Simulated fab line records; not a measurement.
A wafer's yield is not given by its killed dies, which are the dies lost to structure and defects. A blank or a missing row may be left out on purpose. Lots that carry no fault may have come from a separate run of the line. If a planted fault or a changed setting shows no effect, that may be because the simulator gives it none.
Matching of chambers / flow nand_harc / NHARC_A_CONTACT_CMP_20 on cmp-02 has 4 sister chambers
The step polishes, t overpolish 30 s, target thk 300 nm. 4 wafers are shown with their chamber, then 10 later ones without.

== WAFERS WITH THEIR CHAMBER ==
wafer=L085.4; chamber=1; motor_current_A (A)=9.7
wafer=L085.6; chamber=2; motor_current_A (A)=14.1
wafer=L089.1; chamber=3; motor_current_A (A)=10.9
wafer=L089.3; chamber=0; motor_current_A (A)=10.0

== WAFERS WITH NO CHAMBER GIVEN ==
wafer=L089.5; motor_current_A (A)=10.4
wafer=L092.1; motor_current_A (A)=10.2
wafer=L092.4; motor_current_A (A)=11.3
wafer=L092.5; motor_current_A (A)=10.2
wafer=L091.2; motor_current_A (A)=11.7
wafer=L091.4; motor_current_A (A)=10.2
wafer=L091.5; motor_current_A (A)=11.1
wafer=L094.1; motor_current_A (A)=10.7
wafer=L094.2; motor_current_A (A)=11.1
wafer=L094.4; motor_current_A (A)=9.6

== THE CHAMBER EACH PASSED THROUGH ==
wafer=L089.5; from the rows above=can't be placed: 0 or 3 or 1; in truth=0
wafer=L092.1; from the rows above=can't be placed: 0 or 1 or 3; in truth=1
wafer=L092.4; from the rows above=3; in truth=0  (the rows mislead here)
wafer=L092.5; from the rows above=can't be placed: 0 or 1 or 3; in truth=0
wafer=L091.2; from the rows above=3; in truth=3
wafer=L091.4; from the rows above=can't be placed: 0 or 1 or 3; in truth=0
wafer=L091.5; from the rows above=3; in truth=3
wafer=L094.1; from the rows above=can't be placed: 3 or 0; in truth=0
wafer=L094.2; from the rows above=3; in truth=3
wafer=L094.4; from the rows above=can't be placed: 1 or 0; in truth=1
Placed correctly: 3 of 10. Can't be placed from these rows: 6 (the true chamber is among the candidates in 6). 1 placed wrongly.
How it was worked out, from the rows above alone: a wafer's distance from a chamber is the root of the sum, over the readings, of the square of ((its reading less the chamber's mean) divided by the reading's scatter). If the next closest chamber is less than 2 further off than the closest, the wafer can't be placed; otherwise it belongs to the closest. Each chamber's mean is taken over the wafers shown for it. The scatter (one wafer shown for each chamber): square how far every hidden wafer sits from the nearest shown wafer, average those squares and take the square root.
